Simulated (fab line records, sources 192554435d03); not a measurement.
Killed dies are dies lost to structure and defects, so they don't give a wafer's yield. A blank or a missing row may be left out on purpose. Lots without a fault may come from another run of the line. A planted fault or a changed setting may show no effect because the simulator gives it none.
A struck lot beside a sound one | flow n5_finfet | 36 steps out of a route of 1938
Sound: wafers L475.1, L475.2, L475.5. Struck: wafers L486.2, L486.3, L486.6. The cause comes at the end.
At each step with rows: each side's tool, then ch and its chambers, then its first start. Under that, the readings that differ: sound wafers | struck wafers | difference of the means | sigmas: that difference in standard deviations of wafers without a fault.
alike: readings whose means differ by less than 2 such deviations, and words and numbers that are the same on both sides. not compared: withheld readings, readings that some wafer has no value for, bounds like >300 that may hide the same value, and numbers for which the record gives no deviation and whose values overlap.
The two part at a step that has a row with sigmas, a row that says differs or no value, or rows on one side only. Numbers that don't overlap but have no deviation are shown without sigmas and don't part them. A reading that every wafer of one side lacks parts them only if that side has two wafers or more.

first, 9 steps without rows for these wafers: N5_BEOL_M4_ANNEAL_95 (time 240 s); N5_BEOL_M4_SPUTTER_96 (material Cu, target thk 4.5 nm, time 8.29 s); N5_BEOL_M4_ECD_50 (material Cu, target thk 300 nm); N5_BEOL_M4_ANNEAL_51 (time 90 s); N5_BEOL_M4_CMP_52 (polishes, stops on SiOC, t overpolish 6.8 s, target thk 40 nm); N5_BEOL_M4_PRE_CLEAN_60 (time 15 s); N5_BEOL_M4_CO_CAP_55 (material Co, precursor CCTBA/H2, target thk 2 nm, time 102.1 s); N5_BEOL_M4_PRE_CLEAN_56 (time 15 s); N5_BEOL_M4_DEP_57 (deposits SiCN from 3MS/NH3, target thk 8 nm, time 14 s).
N5_BEOL_M4_RC_MEAS_101:
  sound on prober-02 ch 0, day 9 16:07; struck on prober-01 ch 0, day 12 11:56
  alike: DIBL_N, DIBL_P, IOFF_N, IOFF_P, ION_N, ION_P, SS_N, SS_P, VT_N, VT_P
then, 24 steps without rows for these wafers: N5_BEOL_M5_ILD_DEP_00 (deposits SiCOH lowk from DEMS/porogen, target thk 140.64 nm, time 25.9 s); N5_BEOL_M5_CURE_79 (cures SiCOH lowk, time 240 s); N5_BEOL_M5_PECVD_70 (deposits SiO2 from TEOS/O2, target thk 16 nm, time 18 s); N5_BEOL_M5_HM_DEP_02 (deposits TiN, target thk 20 nm); N5_BEOL_M5_COAT_59 (time 60 s, resist thk 60 nm); N5_BEOL_M5_COAT_60 (time 60 s, resist thk 12 nm); N5_BEOL_M5_COAT_71 (time 60 s, resist thk 5 nm); N5_BEOL_M5_COAT_05 (resist thk 30 nm); N5_BEOL_M5_EBR_07; N5_BEOL_M5_SOFTBAKE_06 (time 60 s); N5_BEOL_M5_EXPOSE_08 (exposes mask M5, target cd 28 nm); N5_BEOL_M5_PEB_09 (peb time 60 s); N5_BEOL_M5_DEVELOP_10 (develop time 30 s); N5_BEOL_M5_DESCUM_16 (chemistry O2, time 7 s); N5_BEOL_M5_ETCH_72 (etches underlayer in N2/H2, target depth 6.5 nm, time 5.2 s); N5_BEOL_M5_ETCH_61 (etches SiARC in CF4, target depth 15.6 nm, time 26 s); N5_BEOL_M5_ETCH_62 (etches SOC in N2/H2, target depth 75 nm, overetch 15 nm, time 112.5 s); N5_BEOL_M5_STRIP_63 (strips in N2/H2); N5_BEOL_M5_STRIP_73 (strips in N2/H2); N5_BEOL_M5_STRIP_64 (strips in CF4); N5_BEOL_M5_HM_OPEN_17 (chemistry Cl2/BCl3, target TiN, target depth 20 nm, overetch 6 nm); N5_BEOL_M5_STRIP_19 (strips in O2); N5_BEOL_M5_COAT_65 (time 60 s, resist thk 60 nm); N5_BEOL_M5_COAT_66 (time 60 s, resist thk 12 nm).
-- the record jumps here: 2 days lie between the struck wafers' starts before and after (it left off in module BEOL_M5 and takes up again in module BEOL_M10, whose first step shown is number 1509 of the route) --
N5_BEOL_M10_VIA_ETCH_34: etches SiCOH lowk in C4F6/O2, target depth 184.5 nm, time 69.2 s.
  sound on rie_diel-05 ch 0,3, day 11 18:35; struck on rie_diel-03 ch 0,2,3, day 14 14:47
  no value came back on the struck wafers for any of 8 readings (C4F6_flow_sccm (sccm), O2_flow_sccm (sccm) and others); on the sound wafers C4F6_flow_sccm (sccm) reads 10.010 9.992 10.011
  reading                                     | sound        | struck         | difference | sigmas
  model.SiARC_of_BEOL_M10_COAT_64.thk_nm (nm) | 0 0 0        | 22.8 22.4 22.6 | +22.6      |
  model.SOC_of_BEOL_M10_COAT_63.thk_nm (nm)   | 92 91.4 91.6 | 99.8 99.8 99.8 | +8.1       |
  not compared: rf_hours_counter_h
-- the record jumps here: 2 days lie between the struck wafers' starts before and after (it left off in module BEOL_M10 and takes up again in module PASSIVATION, whose first step shown is number 1936 of the route) --
N5_PASSIVATION_PROBE_49:
  sound on prober-01, day 13 21:08; struck on prober-02, day 17 00:34
  reading                  | sound          | struck         | difference | sigmas
  defect_limited_yield (%) | 92.7 90.6 89.7 | 0 0 0          | -91        | -65
  killed_at_M4_up          | 17 28 14       | 1071 1061 1075 | +1049      | +99 or more
  killed_dies              | 86 111 121     | 1180 1180 1180 | +1074      | +63
  killed_on_rim            | 10 17 9        | 152 152 152    | +140       | +35
  sort_bin_4_leakage (%)   | 0 0.76 0       | 0 0 0          | +0         | -4
  sort_bin_5_function (%)  | 4.0 5.3 5.9    | 95.6 95.7 96.4 | +90.8      | +91
  sort_n_pass              | 1092 1060 1059 | 0 0 0          | -1070      | -63
  sort_yield_pct (%)       | 92.5 89.8 89.7 | 0 0 0          | -91        | -65
  alike: killed_at_M0_to_M3, killed_at_contacts, killed_at_front_end, killed_at_other, killed_open, killed_short, sort_bin_6_memory, sort_bin_8_speed

WHERE THEY PART
First at N5_BEOL_M10_VIA_ETCH_34; last, within this record, at N5_PASSIVATION_PROBE_49.

WHY: what the simulator had put in
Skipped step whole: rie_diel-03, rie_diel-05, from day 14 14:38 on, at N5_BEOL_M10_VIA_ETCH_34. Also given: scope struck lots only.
